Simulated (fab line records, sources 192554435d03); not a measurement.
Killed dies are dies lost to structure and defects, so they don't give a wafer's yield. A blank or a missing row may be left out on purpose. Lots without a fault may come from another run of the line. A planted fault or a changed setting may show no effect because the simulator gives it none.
One fault seen from 3 desks | flow n5_finfet | each desk has only its own numbers; what lay behind them comes last

THE DEFECT DESK
What the inspections along the route counted, lot by lot: means of the sampled wafers that have a number. A lot is out of limits, marked OUT, if its mean lies more than 4 standard deviations from the usual mean; the brackets give that distance.
Columns: A = raw_defect_count at N5_BEOL_M13_INSPECT_30, usual 1.9
lot  | first seen here | A
L342 | day 11 19:17    | 1.3
L343 | day 11 20:34    | 1.0
L345 | day 12 21:23    | 1.7
L348 | day 13 15:44    | 1.7
L351 | day 13 22:03    | 1.7
L352 | day 14 04:08    | 1.0
L354 | day 14 20:59    | 2.0
L357 | day 15 12:02    | 2.3
L359 | day 16 03:40    | 3.3
L361 | day 16 06:28    | 9.3 (+5.3) OUT
This desk's finding: out of limits on L361; first on L361, day 16 06:28 (raw_defect_count at N5_BEOL_M13_INSPECT_30). In limits: L342, L343, L345, L348, L351, L352, L354, L357, L359.

THE METROLOGY DESK
What the gauges read, lot by lot, whatever tool the lot ran on: means of the sampled wafers that have a number. A lot is out of limits, marked OUT, if its mean lies more than 4 standard deviations from the usual mean; the brackets give that distance.
Columns: A = cd_nm at N5_BEOL_M13_CD_MEAS_28, usual 210.6 nm; B = M13_OVL at N5_BEOL_M13_OVL_MEAS_29, usual 2 nm
lot  | first seen here | A     | B
L342 | day 11 19:14    | 210.7 | 0
L343 | day 11 20:31    | 210.6 | 6
L345 | day 12 21:19    | 210.0 | 2
L348 | day 13 15:41    | 209.4 | 0
L351 | day 13 22:00    | 211.9 | 4
L352 | day 14 04:05    | 209.6 | 2
L354 | day 14 20:56    | 211.8 | 0
L357 | day 15 11:58    | 210.4 | 1
L359 | day 16 03:36    | 211.1 | 7
L361 | day 16 06:25    | 211.2 | 2
This desk's finding: nothing out of limits on any of the 10 lots.

THE TOOL OWNER'S DESK: rie_diel-03
The tool's own readings at N5_BEOL_M13_VIA_ETCH_16 (etches SiOC in C4F8/O2/Ar, target depth 921.7 nm): means of the sampled wafers that have a number, for each lot that ran on this tool. A lot is out of limits, marked OUT, if its mean lies more than 4 standard deviations from the usual mean; the brackets give that distance.
Columns: A = C4F8_flow_sccm at N5_BEOL_M13_VIA_ETCH_16, usual 15.00 sccm; B = drypump_motor_current_A at N5_BEOL_M13_VIA_ETCH_16, usual 5.6 A; C = oes_product_au at N5_BEOL_M13_VIA_ETCH_16, usual 0.69 a.u.; D = rf_vpp_V at N5_BEOL_M13_VIA_ETCH_16, usual 664 V; E = showerhead_plenum_p_Torr at N5_BEOL_M13_VIA_ETCH_16, usual 3.38 Torr; F = throttle_valve_pct at N5_BEOL_M13_VIA_ETCH_16, usual 24.08 %
lot  | first seen here | A     | B   | C    | D   | E    | F
L342 | day 11 18:27    | 14.99 | 5.9 | 0.70 | 662 | 3.30 | 23.94
L343 | day 11 19:37    | 15.00 | 5.3 | 0.75 | 665 | 3.42 | 24.10
L345 | day 12 20:33    | 14.98 | 5.5 | 0.69 | 667 | 3.47 | 24.14
L348 | day 13 14:55    | 15.04 | 5.4 | 0.67 | 666 | 3.44 | 24.03
L352 | day 14 03:11    | 14.99 | 5.7 | 0.68 | 663 | 3.32 | 23.97
L354 | day 14 20:10    | 15.01 | 5.5 | 0.69 | 664 | 3.38 | 24.09
L357 | day 15 11:13    | 14.97 | 5.7 | 0.68 | 664 | 3.32 | 23.98
L361 | day 16 05:39    | 14.99 | 5.7 | 0.67 | 662 | 3.31 | 23.98
This desk's finding: nothing out of limits on any of the 8 lots.

PUT TOGETHER
The defect desk could have raised an alarm at day 16 06:28, on L361.
The metrology desk saw nothing out of limits.
The tool owner's desk saw nothing out of limits.
The metrology desk has L361 on record, within its limits.
The tool owner's desk has L361 on record, within its limits.
Of the lots named, all ran N5_BEOL_M13_VIA_ETCH_16 on rie_diel-03.

WHAT THE SIMULATOR HAD PUT IN
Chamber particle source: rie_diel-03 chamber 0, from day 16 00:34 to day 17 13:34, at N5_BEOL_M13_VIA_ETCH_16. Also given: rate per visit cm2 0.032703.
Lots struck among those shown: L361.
Hours from the fault's start to each desk's first reading out of limits: the defect desk, 6.
